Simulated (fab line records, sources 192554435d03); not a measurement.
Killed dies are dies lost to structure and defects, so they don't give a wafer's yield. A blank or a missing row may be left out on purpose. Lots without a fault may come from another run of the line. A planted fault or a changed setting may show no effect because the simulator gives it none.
Chamber matching | flow n5_finfet | N5_HKMG_FIN_ETCH_32 on rie_diel-06: 3 sister chambers
The step etches SOC in N2/H2, target depth 240 nm, time 300 s. 16 wafers are shown with their chamber, then 6 later ones without.

WAFERS WITH THEIR CHAMBER
wafer  | chamber | showerhead_plenum_p_Torr (Torr) | drypump_motor_current_A (A) | rf_vpp_V (V)
L076.3 | 1       | 2.70                            | 6.4                         | 527.7
L076.5 | 3       | 2.42                            | 6.6                         | 519.6
L076.6 | 1       | 2.71                            | 6.4                         | 527.7
L078.1 | 3       | 2.42                            | 6.6                         | 518.6
L078.4 | 3       | 2.42                            | 6.6                         | 519.1
L078.5 | 2       | 2.45                            | 5.6                         | 520.2
L082.1 | 1       | 2.70                            | 6.4                         | 527.5
L082.4 | 3       | 2.42                            | 6.6                         | 519.6
L082.6 | 2       | 2.45                            | 5.7                         | 519.4
L087.1 | 3       | 2.41                            | 6.6                         | 519.9
L087.2 | 2       | 2.44                            | 5.6                         | 520.4
L087.3 | 1       | 2.69                            | 6.4                         | 527.9
L088.2 | 1       | 2.69                            | 6.4                         | 528.8
L088.5 | 2       | 2.44                            | 5.6                         | 521.8
L088.6 | 1       | 2.69                            | 6.5                         | 528.3
L090.2 | 3       | 2.41                            | 6.6                         | 519.5

SIGNATURES (means of the wafers above)
reading                  | chamber 1 | chamber 2 | chamber 3 | scatter within a chamber
showerhead_plenum_p_Torr | 2.6967    | 2.4450    | 2.4167    | 0.0066
drypump_motor_current_A  | 6.417     | 5.625     | 6.600     | 0.0349
rf_vpp_V                 | 527.983   | 520.450   | 519.383   | 0.634
Rule: a wafer's distance from a chamber is the root of the sum, over the readings, of the square of ((its reading less the chamber's mean) divided by the reading's scatter). The wafer belongs to the nearest chamber; if the next one is less than 2 further off, it can't be placed. The scatter: the root of (the sum of the squares of (reading less its chamber's mean) over the shown wafers, divided by (wafers less chambers)).

WAFERS WITHOUT THEIR CHAMBER
wafer  | showerhead_plenum_p_Torr (Torr) | drypump_motor_current_A (A) | rf_vpp_V (V)
L090.3 | 2.69                            | 6.5                         | 527.5
L090.6 | 2.44                            | 5.6                         | 519.9
L091.2 | 2.44                            | 5.6                         | 520.5
L091.3 | 2.69                            | 6.4                         | 528.1
L093.1 | 2.69                            | 6.4                         | 526.7
L093.6 | 2.69                            | 6.5                         | 527.9

WHICH CHAMBER EACH WENT THROUGH
wafer  | from the rows above | in truth
L090.3 | 1                   | 1
L090.6 | 2                   | 2
L091.2 | 2                   | 2
L091.3 | 1                   | 1
L093.1 | 1                   | 1
L093.6 | 1                   | 1
Placed correctly: 6 of 6. Can't be placed from these rows: 0. Placed wrongly: 0.
